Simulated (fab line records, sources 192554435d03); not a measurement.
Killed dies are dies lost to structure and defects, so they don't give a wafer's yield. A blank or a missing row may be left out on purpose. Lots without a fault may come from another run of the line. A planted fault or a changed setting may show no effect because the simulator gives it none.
fab line records | flow n5_finfet
record lots=24 wafers=72 last_day=18
route steps=1938 shown BEOL_M3@1012 BEOL_M4@1021
lots that met no fault: from a run of the same line without faults
start_h: hours from the record's first day to the start of the lot's first wafer shown | wait_h: hours since the lot's step before | " the same as in the row above | L1.1+2: a row that stands for several wafers | - no value, or no start given | * or withheld: withheld | < > ~ a bound
route shown NAME@n: a module of which the file shows steps, and the number in the route of the first | usual: mean/standard deviation of fault-free wafers | same: alike in all rows | chamber/n: place in a boat | sites: the reading at each site | _std_site: their standard deviation | _edge_site: outer sites' mean less inner sites' | radius_mm: how far each site lies from the wafer's centre | mask NAME#n: copy n | behind: the tool/chamber that last shaped the wafer | hold: why the lot was held/for how many hours/how that ended | device: the transistor (n, p or np) that didn't switch | end of line: the same wafers' tests at the end of the route | a step without rows: its recipe alone | killed: dies lost to structure and defects at the first sort, not the wafer's yield | map: a wafer's dies, x killed, . not, _ none there
set.NAME: the setting as run; set.NAME@STEP: as run at that earlier step | model.NAME: the simulator's own value behind a step, which no gauge read
steps of the route over a sample of lots; a table a step, a row a wafer
services: from which hour (start_h, from the record's first day; less than 0 if before it) a tool's chamber was out of use, for how many hours, and why
## steps
# step N5_BEOL_M3_ANNEAL_51
# recipe temp_c=225 time_s=90 ambient=N2
# usual wafer_temp_C_max=226.02/0.27
# columns lot.wafer tool chamber start_h wait_h wafer_temp_C_max
L074.2 rtp_anneal-02 0 154.04 0.1 226.19
L074.3 " 0 " " 226.81
L074.6 " 0 " " 226.20
L076.1 rtp_anneal-02 0 159.04 0.1 225.87
L076.4 " 0 " " 226.41
L076.6 " 0 " " 225.78
L075.2 rtp_anneal-01 0 161.62 0.1 225.92
L075.5 " 0 " " 226.50
L075.6 " 0 " " 226.17
L077.2 rtp_anneal-02 0 166.28 0.2 225.76
L077.5 " 0 " " 225.98
L077.6 " 0 " " 225.80
L078.1 rtp_anneal-02 0 171.40 0.1 226.21
L078.3 " 0 " " 226.19
L078.5 " 0 " " 226.57
L079.1 rtp_anneal-02 0 180.36 0.1 225.76
L079.2 " 0 " " 225.98
L079.4 " 0 " " 225.45
L080.1 rtp_anneal-02 0 194.01 0.1 226.00
L080.3 " 0 " " 225.68
L080.4 " 0 " " 225.86
L082.2 rtp_anneal-01 0 199.34 0.1 225.75
L082.4 " 0 " " 225.79
L082.6 " 0 " " 225.74
L081.1 rtp_anneal-02 0 199.57 0.1 225.75
L081.3 " 0 " " 226.14
L081.5 " 0 " " 226.33
L083.1 rtp_anneal-01 0 205.64 0.1 225.78
L083.5 " 0 " " 226.67
L083.6 " 0 " " 226.28
L084.3 rtp_anneal-01 0 217.84 0.1 225.97
L084.4 " 0 " " 225.75
L084.5 " 0 " " 225.79
L085.1 rtp_anneal-01 0 223.20 0.1 225.95
L085.4 " 0 " " 225.89
L085.5 " 0 " " 225.99
L086.1 rtp_anneal-02 0 226.22 0.3 225.67
L086.2 " 0 " " 226.57
L086.5 " 0 " " 225.69
L087.3 rtp_anneal-02 0 229.38 0.1 226.00
L087.4 " 0 " " 226.15
L087.6 " 0 " " 225.90
L088.2 rtp_anneal-02 0 232.29 0.1 226.31
L088.3 " 0 " " 226.04
L088.5 " 0 " " 225.64
L089.1 rtp_anneal-02 0 241.08 0.1 225.85
L089.2 " 0 " " 226.22
L089.4 " 0 " " 226.12
L090.3 rtp_anneal-01 0 246.23 0.1 225.94
L090.4 " 0 " " 226.22
L090.6 " 0 " " 225.57
L091.1 rtp_anneal-01 0 263.95 0.1 225.90
L091.3 " 0 " " 226.07
L091.4 " 0 " " 225.99
L092.2 rtp_anneal-02 0 265.84 0.1 226.09
L092.4 " 0 " " 226.23
L092.6 " 0 " " 225.78
L093.2 rtp_anneal-01 0 269.31 0.1 225.88
L093.5 " 0 " " 226.03
L093.6 " 0 " " 225.81
L095.1 rtp_anneal-01 0 272.94 0.1 226.14
L095.3 " 0 " " 226.19
L095.4 " 0 " " 225.79
L096.2 rtp_anneal-01 0 278.89 0.1 225.78
L096.3 " 0 " " 226.20
L096.4 " 0 " " 225.75
L094.1 rtp_anneal-02 0 280.69 0.1 226.17
L094.4 " 0 " " 226.15
L094.6 " 0 " " 226.20
L097.1 rtp_anneal-01 0 295.44 0.1 225.54
L097.2 " 0 " " 225.67
L097.6 " 0 " " 225.82
# step N5_BEOL_M4_ILD_DEP_00
# recipe material=SiOC target_thk_a=790 temp_c=350 precursor=DEMS/O2 pressure_torr=5 rf_w=500 time_s=15.3
# usual heater_power_w=466/76 showerhead_plenum_p_Torr=5.686/0.015 susceptor_temp_C=350.00/0.19 throttle_valve_pct=11.6/0.54
# columns lot.wafer tool chamber start_h wait_h heater_power_w showerhead_plenum_p_Torr since_wet_clean_h susceptor_temp_C throttle_valve_pct
L074.2 pecvd-04 1 154.91 0.0 391 5.700 1765 349.98 12.0
L074.3 " 0 " " 345 5.683 1040 349.92 12.2
L074.6 " 0 " " 357 5.711 - 350.05 12.3
L076.1 pecvd-03 0 159.95 0.0 521 5.682 864 350.21 11.9
L076.4 " 1 " " 506 5.692 - 349.92 11.5
L076.6 " 0 " " 528 5.689 - 349.97 11.7
L075.2 pecvd-01 2 162.55 0.0 464 5.679 475 349.70 10.5
L075.5 " 1 " " 412 5.679 - 349.90 12.1
L075.6 " 0 " " 502 5.660 - 349.98 11.9
L077.2 pecvd-03 2 167.15 0.0 533 5.692 117 350.16 12.1
L077.5 " 1 " " 483 5.687 - 350.25 11.7
L077.6 " 2 " " 538 5.682 - 350.24 11.7
L078.1 pecvd-04 1 172.31 0.0 387 5.700 1782 350.12 11.7
L078.3 " 0 " " 375 5.704 1057 350.28 11.9
L078.5 " 2 " " 564 5.676 - 349.94 10.9
L079.1 pecvd-01 0 181.29 0.0 501 5.663 1248 350.13 12.2
L079.2 " 2 " " 371 5.704 494 349.81 10.8
L079.4 " 0 " " 502 5.670 - 350.18 12.0
L080.1 pecvd-01 1 194.92 0.0 407 5.682 1986 350.08 11.9
L080.3 " 0 " " 477 5.657 1261 349.92 12.1
L080.4 " 0 " " 485 5.660 - 350.25 12.0
L082.2 pecvd-03 1 200.23 0.0 472 5.682 1629 349.83 11.6
L082.4 " 2 " " 515 5.700 - 349.99 11.6
L082.6 " 1 " " 491 5.690 - 349.98 11.8
L081.1 pecvd-01 0 200.51 0.0 434 5.660 1267 350.05 12.1
L081.3 " 1 " " 428 5.707 1992 350.13 12.0
L081.5 " 2 " " 450 5.689 - 349.95 10.8
L083.1 pecvd-01 1 206.55 0.0 402 5.669 1998 349.71 11.8
L083.5 " 0 " " 410 5.655 - 350.09 12.1
L083.6 " 2 " " 440 5.682 - 350.08 10.6
L084.3 pecvd-01 1 218.67 0.0 394 5.677 2010 350.06 11.9
L084.4 " 1 " " 400 5.685 - 349.99 11.9
L084.5 " 2 " " 364 5.689 - 350.22 10.6
L085.1 pecvd-03 2 224.33 0.0 600 5.699 174 349.93 11.7
L085.4 " 2 " " 594 5.698 - 350.15 11.9
L085.5 " 0 " " 542 5.674 - 349.82 12.0
L086.1 pecvd-04 1 227.26 0.0 371 5.709 1837 350.07 11.6
L086.2 " 2 " " 503 5.683 358 350.03 10.8
L086.5 " 2 " " 504 5.699 - 349.61 10.7
L087.3 pecvd-04 0 230.21 0.0 453 5.700 1115 349.86 12.2
L087.4 " 2 " " 591 5.689 - 349.56 11.1
L087.6 " 0 " " 449 5.709 - 349.94 12.0
L088.2 pecvd-04 0 233.16 0.0 429 5.725 1118 350.31 12.2
L088.3 " 2 " " 534 5.699 364 349.98 11.0
L088.5 " 2 " " 536 5.688 - 349.85 10.6
L089.1 pecvd-03 1 242.00 0.0 419 5.702 1671 350.46 11.9
L089.2 " 2 " " 641 5.704 192 350.00 11.6
L089.4 " 0 " " 625 5.673 - 349.94 11.7
L090.3 pecvd-03 0 247.05 0.0 620 5.680 951 350.41 11.7
L090.4 " 2 " " 565 5.700 - 350.14 12.0
L090.6 " 1 " " 457 5.695 - 349.91 11.7
L091.1 pecvd-01 1 264.94 0.0 440 5.684 2056 350.07 12.0
L091.3 " 0 " " 444 5.660 1331 349.89 12.1
L091.4 " 2 " " 384 5.707 - 350.07 10.6
L092.2 pecvd-01 0 266.71 0.0 480 5.671 1333 349.61 11.9
L092.4 " 1 " " 450 5.674 - 350.03 11.7
L092.6 " 0 " " 489 5.668 - 349.78 11.9
L093.2 pecvd-04 2 270.18 0.0 569 5.684 401 350.02 11.2
L093.5 " 0 " " 416 5.709 - 350.18 12.1
L093.6 " 2 " " 576 5.697 - 349.95 11.0
L095.1 pecvd-01 0 273.87 0.0 475 5.658 1340 350.11 12.0
L095.3 " 1 " " 428 5.690 - 349.64 12.3
L095.4 " 0 " " 489 5.672 - 349.96 11.9
L096.2 pecvd-04 1 279.78 0.0 377 5.698 1890 349.75 11.5
L096.3 " 2 " " 544 5.696 411 350.13 10.9
L096.4 " 0 " " 413 5.707 - 350.06 12.2
L094.1 pecvd-01 0 281.62 0.0 431 5.674 1348 349.98 12.2
L094.4 " 1 " " 435 5.679 - 350.11 12.0
L094.6 " 2 " " 477 5.697 - 350.02 10.9
L097.1 pecvd-01 1 296.36 0.0 448 5.706 2088 349.83 11.9
L097.2 " 0 " " 475 5.655 1363 349.86 11.9
L097.6 " 0 " " 490 5.664 - 349.55 11.9
# step N5_BEOL_M4_HM_DEP_02
# recipe material=TiN target_thk_a=200 temp_c=25 chamber_pressure_pa=0.49996
# usual susceptor_temp_C=25.00/0.11 throttle_valve_pct=29.7/0.93
# columns lot.wafer tool chamber start_h wait_h susceptor_temp_C throttle_valve_pct
L074.2 pvd_sputter-02 - 157.92 2.9 25.01 28.5
L074.3 " - " " 25.20 29.4
L074.6 " - " " 25.01 29.1
L076.1 pvd_sputter-03 - 161.34 1.3 25.12 28.5
L076.4 " - " " 24.81 31.5
L076.6 " - " " 24.92 31.5
L075.2 pvd_sputter-01 - 164.22 1.6 24.91 29.8
L075.5 " - " " 24.97 30.0
L075.6 " - " " 24.95 29.5
L077.2 pvd_sputter-02 - 168.32 1.1 25.03 29.4
L077.5 " - " " 24.91 29.3
L077.6 " - " " 25.12 29.2
L078.1 pvd_sputter-03 - 172.80 0.4 24.91 30.8
L078.3 " - " " 25.01 29.4
L078.5 " - " " 25.00 29.6
L079.1 pvd_sputter-02 - 181.45 0.0 24.86 28.7
L079.2 " - " " 25.02 29.2
L079.4 " - " " 25.02 29.4
L080.1 pvd_sputter-03 - 195.85 0.8 25.02 29.6
L080.3 " - " " 25.15 28.5
L080.4 " - " " 25.16 31.9
L082.2 pvd_sputter-01 - 201.14 0.8 24.75 30.1
L082.4 " - " " 25.13 29.5
L082.6 " - " " 25.08 29.5
L081.1 pvd_sputter-01 - 201.24 0.6 25.06 31.5
L081.3 " - " " 25.01 30.2
L081.5 " - " " 25.01 30.1
L083.1 pvd_sputter-03 - 207.70 1.0 25.02 29.5
L083.5 " - " " 24.91 29.7
L083.6 " - " " 25.01 30.6
L084.3 pvd_sputter-02 - 220.20 1.4 25.00 29.1
L084.4 " - " " 25.03 29.5
L084.5 " - " " 24.98 29.3
L085.1 pvd_sputter-03 - 225.97 1.5 25.13 28.5
L085.4 " - " " 24.92 30.8
L085.5 " - " " 24.92 31.8
L086.1 pvd_sputter-03 - 229.27 1.9 24.97 31.5
L086.2 " - " " 24.83 29.9
L086.5 " - " " 24.84 31.8
L087.3 pvd_sputter-03 - 234.39 4.1 24.97 29.6
L087.4 " - " " 25.18 31.8
L087.6 " - " " 24.97 30.5
L088.2 pvd_sputter-02 - 234.75 1.5 24.90 29.3
L088.3 " - " " 25.20 28.6
L088.5 " - " " 24.97 28.4
L089.1 pvd_sputter-02 - 242.81 0.7 25.00 29.3
L089.2 " - " " 24.94 29.2
L089.4 " - " " 25.05 28.6
L090.3 pvd_sputter-02 - 248.13 1.0 25.01 29.6
L090.4 " - " " 24.88 29.3
L090.6 " - " " 24.94 29.1
L091.1 pvd_sputter-02 - 265.84 0.8 25.01 29.3
L091.3 " - " " 24.81 29.2
L091.4 " - " " 25.06 29.4
L092.2 pvd_sputter-03 - 267.12 0.3 24.96 28.7
L092.4 " - " " 25.18 31.7
L092.6 " - " " 25.11 30.4
L093.2 pvd_sputter-02 - 270.41 0.1 24.92 29.8
L093.5 " - " " 24.93 28.6
L093.6 " - " " 25.00 29.3
L095.1 pvd_sputter-02 - 275.11 1.1 25.06 29.3
L095.3 " - " " 24.93 29.5
L095.4 " - " " 25.09 28.6
L096.2 pvd_sputter-01 - 280.32 0.4 24.87 29.5
L096.3 " - " " 24.82 30.0
L096.4 " - " " 25.07 31.5
L094.1 pvd_sputter-01 - 281.82 0.1 24.91 30.1
L094.4 " - " " 24.96 31.5
L094.6 " - " " 24.91 30.2
L097.1 pvd_sputter-02 - 297.53 1.1 24.88 28.4
L097.2 " - " " 25.04 29.3
L097.6 " - " " 25.04 29.5
# step N5_BEOL_M4_STRIP_36
# recipe chemistry=N2/H2 power_w=450 temp_c=40 pressure_mtorr=20 rf_frequency_hz=6e+07 overash_fraction=0.3 bias_power_w=7 h2_frac=0.5 n2_flow_sccm=200 h2_flow_sccm=200
# usual chamber_pressure_mTorr=20.00/0.031 drypump_motor_current_A=5.8/0.48 oes_product_au=0.84/0.087 rf_vpp_V=59.3/1.4 showerhead_plenum_p_Torr=2.55/0.06 throttle_valve_pct=23.6/0.34
# columns lot.wafer tool chamber start_h wait_h chamber_pressure_mTorr drypump_motor_current_A oes_product_au rf_hours_counter_h rf_vpp_V showerhead_plenum_p_Torr throttle_valve_pct
L074.2 rie_diel-06 0 161.19 0.0 20.02 5.2 0.80 128 58.6 2.66 23.8
L074.3 " 1 " " 20.03 6.0 0.90 27 60.2 2.71 23.3
L074.6 " 2 " " 20.03 5.5 0.68 - 58.9 2.61 24.2
L076.1 rie_diel-06 0 164.75 0.0 20.06 5.2 0.80 129 58.7 2.66 23.8
L076.4 " 1 " " 20.01 6.1 0.91 28 62.1 2.70 23.3
L076.6 " 2 " " 19.98 5.5 0.69 - 56.6 2.61 24.2
L075.2 rie_diel-03 2 167.98 0.0 20.08 5.3 0.90 24 60.0 2.60 23.7
L075.5 " 2 " " 20.01 5.3 0.91 - 60.7 2.60 23.6
L075.6 " 1 " " 20.03 6.0 0.87 - 59.1 2.48 23.7
L077.2 rie_diel-01 3 174.33 0.0 19.92 5.5 0.70 221 61.7 2.51 24.0
L077.5 " 2 " " 20.02 5.3 0.70 - 57.7 2.51 23.9
L077.6 " 1 " " 20.03 6.4 0.84 - 59.5 2.56 23.1
L078.1 rie_diel-01 1 175.42 0.0 20.02 6.4 0.86 68 59.4 2.56 23.1
L078.3 " 2 " " 19.98 5.3 0.69 237 60.1 2.51 23.9
L078.5 " 1 " " 20.00 6.4 0.86 - 57.4 2.56 23.1
L079.1 rie_diel-03 0 185.51 0.0 19.99 5.9 0.95 18 59.9 2.58 23.8
L079.2 " 1 " " 20.05 6.0 0.86 46 61.2 2.47 23.7
L079.4 " 3 " " 20.06 5.7 0.96 8 60.3 2.49 23.5
L080.1 rie_diel-01 0 199.03 0.0 20.00 6.7 0.96 5 62.0 2.61 23.3
L080.3 " 2 " " 20.00 5.3 0.69 246 59.0 2.50 23.9
L080.4 " 1 " " 20.01 6.4 0.85 78 60.0 2.56 23.1
L082.2 rie_diel-01 1 203.36 0.0 20.01 6.4 0.84 79 60.7 2.56 23.1
L082.4 " 3 " " 19.99 5.5 0.69 233 56.0 2.50 24.0
L082.6 " 0 " " 20.00 6.7 0.94 - 58.5 2.61 23.3
L081.1 rie_diel-03 0 203.48 0.0 20.02 5.9 0.94 25 59.4 2.58 23.8
L081.3 " 1 " " 19.97 6.0 0.85 52 59.6 2.47 23.7
L081.5 " 1 " " 20.06 6.0 0.85 - 58.6 2.47 23.7
L083.1 rie_diel-01 3 211.28 0.0 19.99 5.4 0.70 237 58.9 2.50 24.0
L083.5 " 0 " " 19.99 6.7 0.95 - 59.6 2.61 23.3
L083.6 " 1 " " 20.02 6.4 0.83 - 59.0 2.56 23.1
L084.3 rie_diel-01 1 222.89 0.0 20.00 6.4 0.84 87 60.3 2.55 23.1
L084.4 " 1 " " 20.04 6.4 0.84 - 58.0 2.55 23.1
L084.5 " 0 " " 20.01 6.7 0.94 - 58.7 2.61 23.3
L085.1 rie_diel-03 3 229.45 0.0 20.03 5.8 0.93 22 58.3 2.48 23.5
L085.4 " 0 " " 19.97 5.9 0.91 33 62.8 2.58 23.8
L085.5 " 0 " " 20.00 5.9 0.91 - 59.7 2.58 23.8
L086.1 rie_diel-01 0 234.41 0.0 19.98 6.7 0.91 18 58.6 2.61 23.3
L086.2 " 3 " " 19.96 5.5 0.68 246 58.9 2.50 24.1
L086.5 " 1 " " 19.98 6.5 0.84 - 58.1 2.55 23.1
L087.3 rie_diel-01 0 238.49 0.0 19.97 6.7 0.92 19 59.8 2.61 23.3
L087.4 " 3 " " 19.99 5.5 0.69 247 58.2 2.50 24.0
L087.6 " 1 " " 20.02 6.4 0.83 - 57.7 2.55 23.1
L088.2 rie_diel-03 3 238.79 0.0 20.01 5.8 0.92 25 58.5 2.48 23.5
L088.3 " 2 " " 20.05 5.3 0.87 48 59.5 2.59 23.7
L088.5 " 3 " " 19.91 5.7 0.92 - 58.8 2.48 23.5
L089.1 rie_diel-06 0 248.07 0.0 19.99 5.1 0.76 162 58.6 2.65 23.9
L089.2 " 2 " " 20.01 5.5 0.92 15 63.8 2.60 23.8
L089.4 " 1 " " 19.92 6.0 0.85 61 57.1 2.69 23.3
L090.3 rie_diel-01 0 257.83 0.0 19.99 6.7 0.89 27 56.9 2.60 23.3
L090.4 " 0 " " 20.00 6.7 0.90 - 56.9 2.60 23.3
L090.6 " 1 " " 19.97 6.4 0.81 - 58.8 2.55 23.1
L091.1 rie_diel-03 3 269.05 0.0 20.01 5.7 0.89 35 58.6 2.48 23.5
L091.3 " 0 " " 19.99 5.8 0.87 47 61.4 2.57 23.8
L091.4 " 2 " " 19.99 5.4 0.84 - 60.9 2.58 23.7
L092.2 rie_diel-01 2 269.28 0.0 20.04 5.3 0.93 17 61.5 2.49 23.5
L092.4 " 3 " " 20.01 5.5 0.99 2 59.0 2.50 23.7
L092.6 " 1 " " 19.99 6.4 0.82 - 58.9 2.55 23.1
L093.2 rie_diel-06 1 284.37 0.0 20.03 6.1 0.85 72 63.1 2.69 23.3
L093.5 " 0 " " 19.95 5.2 0.76 - 59.3 2.64 23.9
L093.6 " 3 " " 20.01 5.7 0.73 - 59.8 2.52 24.3
L095.1 rie_diel-06 1 292.68 0.0 19.97 6.1 0.83 76 59.5 2.68 23.4
L095.3 " 0 " " 20.07 5.2 0.73 177 58.7 2.64 23.9
L095.4 " 2 " " 19.99 5.6 0.89 31 58.0 2.60 23.8
L096.2 rie_diel-03 1 294.38 0.0 19.98 6.0 0.80 83 59.1 2.46 23.7
L096.3 " 3 " " 19.98 5.8 0.87 46 59.6 2.47 23.5
L096.4 " 2 " " 19.98 5.4 0.85 69 60.0 2.58 23.7
L094.1 rie_diel-03 2 295.55 0.0 20.02 5.4 0.84 70 60.1 2.58 23.7
L094.4 " 0 " " 20.02 5.9 0.87 55 60.4 2.57 23.8
L094.6 " 3 " " 20.00 5.8 0.88 - 58.4 2.47 23.5
L097.1 rie_diel-01 0 308.38 0.0 19.99 6.7 0.87 41 58.8 2.60 23.3
L097.2 " 1 " " 20.02 6.4 0.80 112 59.3 2.54 23.1
L097.6 " 1 " " 19.94 6.4 0.80 - 59.1 2.54 23.1
# step N5_BEOL_M4_STRIP_97
# recipe chemistry=N2/H2 time_s=10 power_w=450 temp_c=40 pressure_mtorr=20 rf_frequency_hz=6e+07 bias_power_w=7 n2_flow_sccm=200 h2_flow_sccm=200
# usual chamber_pressure_mTorr=20.001/0.016 drypump_motor_current_A=5.8/0.48 oes_product_au=0.84/0.087 rf_vpp_V=59.2/0.87 showerhead_plenum_p_Torr=2.55/0.06 throttle_valve_pct=23.6/0.34
# columns lot.wafer tool chamber start_h wait_h chamber_pressure_mTorr drypump_motor_current_A oes_product_au rf_hours_counter_h rf_vpp_V showerhead_plenum_p_Torr throttle_valve_pct
L074.2 rie_diel-06 0 - - 19.990 5.2 0.79 128 59.3 2.66 23.8
L074.3 " 1 " " 20.000 6.1 0.91 27 61.9 2.71 23.3
L074.6 " 2 " " 20.009 5.5 0.68 - 59.1 2.61 24.3
L076.1 rie_diel-06 0 - - 19.999 5.2 0.80 129 58.4 2.66 23.8
L076.4 " 1 " " 20.007 6.0 0.91 28 59.1 2.70 23.3
L076.6 " 2 " " 20.012 5.6 0.68 - 58.1 2.61 24.2
L075.2 rie_diel-03 2 - - 20.022 5.3 0.90 24 58.5 2.60 23.7
L075.5 " 2 " " 19.996 5.4 0.90 - 58.2 2.60 23.6
L075.6 " 1 " " 19.999 6.0 0.87 - 59.3 2.48 23.7
L077.2 rie_diel-01 3 - - 19.992 5.5 0.70 221 59.5 2.51 24.0
L077.5 " 2 " " 19.999 5.3 0.69 - 58.1 2.51 23.9
L077.6 " 1 " " 20.026 6.4 0.86 - 58.6 2.56 23.0
L078.1 rie_diel-01 1 - - 20.019 6.4 0.85 68 59.8 2.56 23.0
L078.3 " 2 " " 20.019 5.3 0.69 237 57.0 2.51 23.9
L078.5 " 1 " " 19.993 6.5 0.85 - 58.3 2.56 23.0
L079.1 rie_diel-03 0 - - 19.996 5.9 0.94 18 58.7 2.59 23.8
L079.2 " 1 " " 19.974 6.0 0.86 46 59.7 2.47 23.7
L079.4 " 3 " " 19.984 5.8 0.97 8 60.5 2.49 23.5
L080.1 rie_diel-01 0 - - 20.045 6.7 0.96 5 59.4 2.61 23.3
L080.3 " 2 " " 20.010 5.3 0.68 246 60.2 2.50 23.9
L080.4 " 1 " " 19.994 6.4 0.84 78 59.3 2.56 23.1
L082.2 rie_diel-01 1 - - 20.004 6.4 0.84 79 60.1 2.56 23.1
L082.4 " 3 " " 20.046 5.5 0.69 233 59.0 2.50 24.0
L082.6 " 0 " " 19.995 6.7 0.96 - 59.1 2.61 23.3
L081.1 rie_diel-03 0 - - 20.025 5.9 0.92 25 60.0 2.58 23.8
L081.3 " 1 " " 19.983 6.1 0.85 52 58.9 2.47 23.7
L081.5 " 1 " " 19.984 6.0 0.84 - 60.7 2.47 23.7
L083.1 rie_diel-01 3 - - 20.004 5.5 0.69 237 57.9 2.50 24.0
L083.5 " 0 " " 19.994 6.8 0.94 - 59.2 2.61 23.3
L083.6 " 1 " " 20.008 6.4 0.83 - 59.3 2.56 23.1
L084.3 rie_diel-01 1 - - 20.030 6.4 0.82 87 58.4 2.55 23.1
L084.4 " 1 " " 19.986 6.4 0.82 - 59.2 2.55 23.1
L084.5 " 0 " " 20.011 6.7 0.92 - 59.1 2.61 23.3
L085.1 rie_diel-03 3 - - 19.988 5.7 0.91 23 57.9 2.48 23.5
L085.4 " 0 " " 20.032 5.9 0.91 33 58.5 2.58 23.8
L085.5 " 0 " " 19.982 5.9 0.90 - 58.2 2.58 23.8
L086.1 rie_diel-01 0 - - 20.014 6.7 0.92 18 58.8 2.61 23.3
L086.2 " 3 " " 19.963 5.5 0.69 246 59.7 2.50 24.0
L086.5 " 1 " " 20.000 6.4 0.83 - 58.5 2.55 23.1
L087.3 rie_diel-01 0 - - 20.008 6.7 0.91 19 59.0 2.61 23.3
L087.4 " 3 " " 19.972 5.5 0.68 247 60.1 2.50 24.0
L087.6 " 1 " " 19.999 6.4 0.82 - 58.3 2.55 23.1
L088.2 rie_diel-03 3 - - 20.031 5.7 0.92 25 58.2 2.48 23.5
L088.3 " 2 " " 19.992 5.4 0.86 48 57.8 2.59 23.7
L088.5 " 3 " " 20.008 5.7 0.92 - 59.6 2.48 23.5
L089.1 rie_diel-06 0 - - 19.976 5.2 0.75 163 59.3 2.65 23.9
L089.2 " 2 " " 20.024 5.6 0.92 15 61.1 2.60 23.8
L089.4 " 1 " " 19.982 6.1 0.84 61 61.1 2.69 23.4
L090.3 rie_diel-01 0 - - 19.985 6.7 0.89 27 59.9 2.60 23.3
L090.4 " 0 " " 19.995 6.7 0.89 - 58.8 2.60 23.3
L090.6 " 1 " " 19.988 6.4 0.82 - 59.0 2.55 23.1
L091.1 rie_diel-03 3 - - 20.018 5.8 0.90 35 56.3 2.48 23.5
L091.3 " 0 " " 19.993 5.9 0.87 47 60.0 2.57 23.8
L091.4 " 2 " " 19.998 5.3 0.85 - 59.1 2.58 23.7
L092.2 rie_diel-01 2 - - 20.012 5.3 0.91 17 58.4 2.49 23.5
L092.4 " 3 " " 19.996 5.5 0.99 2 59.4 2.50 23.8
L092.6 " 1 " " 19.999 6.4 0.81 - 58.9 2.55 23.1
L093.2 rie_diel-06 1 - - 20.002 6.0 0.84 72 59.4 2.68 23.4
L093.5 " 0 " " 20.010 5.2 0.75 - 59.8 2.64 23.9
L093.6 " 3 " " 20.001 5.7 0.72 - 59.0 2.52 24.3
L095.1 rie_diel-06 1 - - 19.992 6.1 0.83 76 58.6 2.68 23.3
L095.3 " 0 " " 19.998 5.1 0.75 177 60.8 2.64 23.9
L095.4 " 2 " " 20.011 5.6 0.90 31 59.4 2.60 23.8
L096.2 rie_diel-03 1 - - 20.001 6.0 0.80 83 58.5 2.46 23.7
L096.3 " 3 " " 19.982 5.8 0.87 46 59.8 2.47 23.5
L096.4 " 2 " " 20.013 5.4 0.83 69 60.8 2.58 23.7
L094.1 rie_diel-03 2 - - 20.009 5.3 0.84 70 60.3 2.58 23.7
L094.4 " 0 " " 20.019 5.9 0.87 55 59.5 2.57 23.8
L094.6 " 3 " " 20.000 5.7 0.88 - 58.1 2.47 23.5
L097.1 rie_diel-01 0 - - 20.014 6.7 0.88 41 57.8 2.60 23.4
L097.2 " 1 " " 20.010 6.4 0.80 112 60.4 2.54 23.1
L097.6 " 1 " " 19.997 6.4 0.81 - 60.1 2.54 23.1
# step N5_BEOL_M4_PRE_CLEAN_45
# recipe gas=H2/He time_s=30 temp_c=250
# usual heater_power_w=336/27 susceptor_temp_C=250.00/0.17
# columns lot.wafer tool chamber start_h wait_h heater_power_w susceptor_temp_C
L074.2 pvd_sputter-02 - 161.76 0.0 332 250.22
L074.3 " - " " 340 250.19
L074.6 " - " " 336 250.26
L076.1 pvd_sputter-03 - 165.60 0.0 311 250.09
L076.4 " - " " 319 249.77
L076.6 " - " " 321 250.09
L075.2 pvd_sputter-01 - 168.80 0.0 392 249.82
L075.5 " - " " 294 250.09
L075.6 " - " " 386 249.65
L077.2 pvd_sputter-02 - 175.55 0.0 333 250.04
L077.5 " - " " 324 250.14
L077.6 " - " " 378 250.17
L078.1 pvd_sputter-03 - 176.00 0.0 353 249.89
L078.3 " - " " 332 249.91
L078.5 " - " " 362 249.92
L079.1 pvd_sputter-01 - 186.75 0.0 313 250.03
L079.2 " - " " 360 250.31
L079.4 " - " " 294 249.82
L080.1 pvd_sputter-02 - 199.77 0.0 335 249.85
L080.3 " - " " 315 250.17
L080.4 " - " " 367 250.04
L082.2 pvd_sputter-02 - 203.80 0.0 337 250.03
L082.4 " - " " 361 250.04
L082.6 " - " " 373 249.84
L081.1 pvd_sputter-01 - 204.86 0.0 298 250.21
L081.3 " - " " 340 250.01
L081.5 " - " " 352 250.05
L083.1 pvd_sputter-03 - 211.93 0.0 326 249.97
L083.5 " - " " 309 249.76
L083.6 " - " " 349 249.86
L084.3 pvd_sputter-03 - 223.41 0.0 320 249.94
L084.4 " - " " 310 250.09
L084.5 " - " " 320 250.03
L085.1 pvd_sputter-03 - 230.25 0.0 313 250.27
L085.4 " - " " 327 249.86
L085.5 " - " " 318 250.47
L086.1 pvd_sputter-01 - 235.22 0.0 371 249.60
L086.2 " - " " 380 250.26
L086.5 " - " " 351 249.99
L087.3 pvd_sputter-02 - 239.09 0.0 316 249.85
L087.4 " - " " 336 249.88
L087.6 " - " " 305 249.96
L088.2 pvd_sputter-01 - 240.00 0.0 389 250.01
L088.3 " - " " 361 250.01
L088.5 " - " " 301 249.89
L089.1 pvd_sputter-02 - 248.75 0.0 373 250.23
L089.2 " - " " 328 250.15
L089.4 " - " " 314 249.89
L090.3 pvd_sputter-01 - 258.71 0.0 355 249.97
L090.4 " - " " 307 249.68
L090.6 " - " " 305 249.84
L091.1 pvd_sputter-02 - 269.89 0.0 337 250.30
L091.3 " - " " 331 249.97
L091.4 " - " " 359 249.80
L092.2 pvd_sputter-02 - 270.07 0.0 370 250.18
L092.4 " - " " 314 249.81
L092.6 " - " " 338 250.05
L093.2 pvd_sputter-02 - 285.59 0.0 319 249.87
L093.5 " - " " 339 250.04
L093.6 " - " " 370 250.42
L095.1 pvd_sputter-03 - 293.11 0.0 308 250.14
L095.3 " - " " 321 250.13
L095.4 " - " " 361 249.92
L096.2 pvd_sputter-01 - 295.12 0.0 360 249.64
L096.3 " - " " 304 250.02
L096.4 " - " " 297 249.90
L094.1 pvd_sputter-03 - 296.06 0.0 343 249.91
L094.4 " - " " 323 249.56
L094.6 " - " " 350 250.32
L097.1 pvd_sputter-01 - 309.09 0.0 298 249.73
L097.2 " - " " 300 250.23
L097.6 " - " " 390 250.16
## services
# columns tool chamber start_h hours kind
rie_diel-06 1 132.23 6.0 repair
rie_diel-06 0 133.63 5.5 repair
rie_diel-06 - 139.31 0.5 repair
rie_diel-06 3 155.87 5.8 repair
rie_diel-01 0 167.59 - clean
rie_diel-01 0 167.59 - consumable_replace:focus_ring
rie_diel-01 0 167.59 20.5 scheduled_down
rie_diel-01 0 167.59 20.5 vent_cycle
pecvd-03 0 188.27 5.0 repair
rie_diel-01 2 210.24 - clean
rie_diel-01 2 210.24 - consumable_replace:focus_ring
rie_diel-01 2 210.24 15.4 scheduled_down
rie_diel-01 2 210.24 15.4 vent_cycle
rie_diel-03 - 221.21 0.3 repair
pecvd-03 - 230.62 5.5 pm
rie_diel-01 3 247.96 - clean
rie_diel-01 3 247.96 - consumable_replace:focus_ring
rie_diel-01 3 247.96 16.2 scheduled_down
rie_diel-01 3 247.96 16.2 vent_cycle
pecvd-04 1 265.09 6.4 repair
rie_diel-03 1 267.61 8.5 repair
rie_diel-01 - 282.13 15.6 pm
rie_diel-03 0 288.61 3.7 repair
pecvd-04 0 302.31 12.1 repair
## key
fault none
